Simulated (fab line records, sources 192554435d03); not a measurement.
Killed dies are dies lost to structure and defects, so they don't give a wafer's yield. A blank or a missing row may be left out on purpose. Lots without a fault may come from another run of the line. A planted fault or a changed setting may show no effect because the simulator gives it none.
Chamber matching | flow n5_finfet | N5_MOL_CONTACT_COAG_CMP_23 on cmp-04: 4 sister chambers
The step polishes, stops on SiO2, t overpolish 1.5 s, target thk 0 nm. 4 wafers are shown with their chamber, then 12 later ones without.

WAFERS WITH THEIR CHAMBER
wafer  | chamber | motor_current_A (A)
L079.6 | 2       | 8.5
L080.6 | 1       | 8.2
L087.3 | 0       | 7.9
L087.6 | 3       | 8.5

WAFERS WITHOUT THEIR CHAMBER
wafer  | motor_current_A (A)
L088.1 | 8.4
L088.3 | 7.2
L088.4 | 9.0
L089.3 | 7.8
L089.5 | 8.4
L089.6 | 8.4
L095.1 | 8.2
L095.2 | 8.6
L095.4 | 8.4
L096.2 | 8.1
L096.4 | 7.9
L096.5 | 8.2

WHICH CHAMBER EACH WENT THROUGH
wafer  | from the rows above               | in truth
L088.1 | can't be placed: 2 or 3 or 1 or 0 | 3
L088.3 | can't be placed: 0 or 1           | 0
L088.4 | can't be placed: 2 or 3 or 1      | 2
L089.3 | can't be placed: 0 or 1           | 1
L089.5 | can't be placed: 2 or 3 or 1 or 0 | 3
L089.6 | can't be placed: 2 or 3 or 1 or 0 | 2
L095.1 | can't be placed: 1 or 0 or 2 or 3 | 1
L095.2 | can't be placed: 2 or 3 or 1      | 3
L095.4 | can't be placed: 2 or 3 or 1 or 0 | 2
L096.2 | can't be placed: 1 or 0 or 2 or 3 | 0
L096.4 | can't be placed: 0 or 1           | 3
L096.5 | can't be placed: 1 or 0 or 2 or 3 | 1
Placed correctly: 0 of 12. Can't be placed from these rows: 12 (the true chamber is among the candidates in 11). Placed wrongly: 0.
How it was worked out, from the rows above alone: a wafer's distance from a chamber is the root of the sum, over the readings, of the square of ((its reading less the chamber's mean) divided by the reading's scatter). The wafer belongs to the nearest chamber; if the next one is less than 2 further off, it can't be placed. A chamber's mean is the mean of its shown wafers. The scatter: with one shown wafer a chamber, the root of the mean of the squares of how far each hidden wafer lies from its nearest shown one.
